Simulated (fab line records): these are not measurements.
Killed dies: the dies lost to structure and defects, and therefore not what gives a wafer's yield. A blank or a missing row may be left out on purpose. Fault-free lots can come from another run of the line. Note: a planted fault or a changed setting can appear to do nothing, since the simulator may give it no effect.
Chamber matching | flow n5-finfet | 3 sister chambers for N5_BEOL_M0_SAQP_ILD_DEP_01 on pecvd-02
The step deposits SiOC from DEMS/O2, target thk 45.419 nm, time 8.7 s. 14 wafers are shown with their chamber, then 7 later ones without.

== WAFERS WITH THEIR CHAMBER ==
wafer  | chamber | throttle-valve-pct (%) | heater-power-w (W) | showerhead-plenum-p-Torr (Torr)
L368.1 | 2       | 11.6                   | 455                | 5.713
L368.3 | 0       | 12.4                   | 441                | 5.717
L368.5 | 1       | 13.2                   | 452                | 5.707
L374.1 | 0       | 12.0                   | 528                | 5.716
L374.2 | 2       | 11.6                   | 427                | 5.697
L374.6 | 1       | 13.1                   | 409                | 5.710
L376.2 | 1       | 13.4                   | 415                | 5.726
L376.4 | 1       | 12.8                   | 424                | 5.719
L376.6 | 0       | 12.1                   | 448                | 5.693
L378.1 | 1       | 13.0                   | 437                | 5.711
L378.3 | 2       | 11.6                   | 470                | 5.708
L378.4 | 2       | 11.6                   | 469                | 5.707
L379.3 | 0       | 12.3                   | 507                | 5.716
L379.5 | 1       | 12.8                   | 445                | 5.711

SIGNATURES, as means of the wafers listed above
reading                  | chamber 0 | chamber 1 | chamber 2 | scatter within a chamber
throttle-valve-pct       | 12.200    | 13.050    | 11.600    | 0.185
heater-power-w           | 481.00    | 430.33    | 455.25    | 27.4
showerhead-plenum-p-Torr | 5.71050   | 5.71400   | 5.70625   | 0.00851
Rule: a wafer lies at a distance from a chamber equal to the root of the sum of squares, over the readings, of (its reading less the chamber's mean, divided by the reading's scatter). If the next closest chamber is less than 2 further off than the closest, the wafer can't be placed; otherwise it belongs to the closest. The scatter is the square root of a quotient: the sum, over the shown wafers, of each reading's squared deviation from its chamber's mean, divided by wafers minus chambers.

== WAFERS WITHOUT THEIR CHAMBER ==
wafer  | throttle-valve-pct (%) | heater-power-w (W) | showerhead-plenum-p-Torr (Torr)
L379.6 | 12.4                   | 498                | 5.692
L384.1 | 13.0                   | 404                | 5.707
L384.5 | 11.8                   | 471                | 5.705
L387.3 | 11.4                   | 459                | 5.714
L387.5 | 11.6                   | 462                | 5.713
L388.4 | 13.1                   | 425                | 5.712
L388.5 | 11.8                   | 440                | 5.704

== WHICH CHAMBER EACH WENT THROUGH ==
wafer  | from the rows above     | in truth
L379.6 | 0                       | 0
L384.1 | 1                       | 1
L384.5 | can't be placed: 2 or 0 | 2
L387.3 | 2                       | 2
L387.5 | 2                       | 2
L388.4 | 1                       | 1
L388.5 | can't be placed: 2 or 0 | 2
Placed correctly: 5 of 7. Not placeable from these rows: 2 (in 2, the candidates include the true chamber). Wrongly placed: 0.
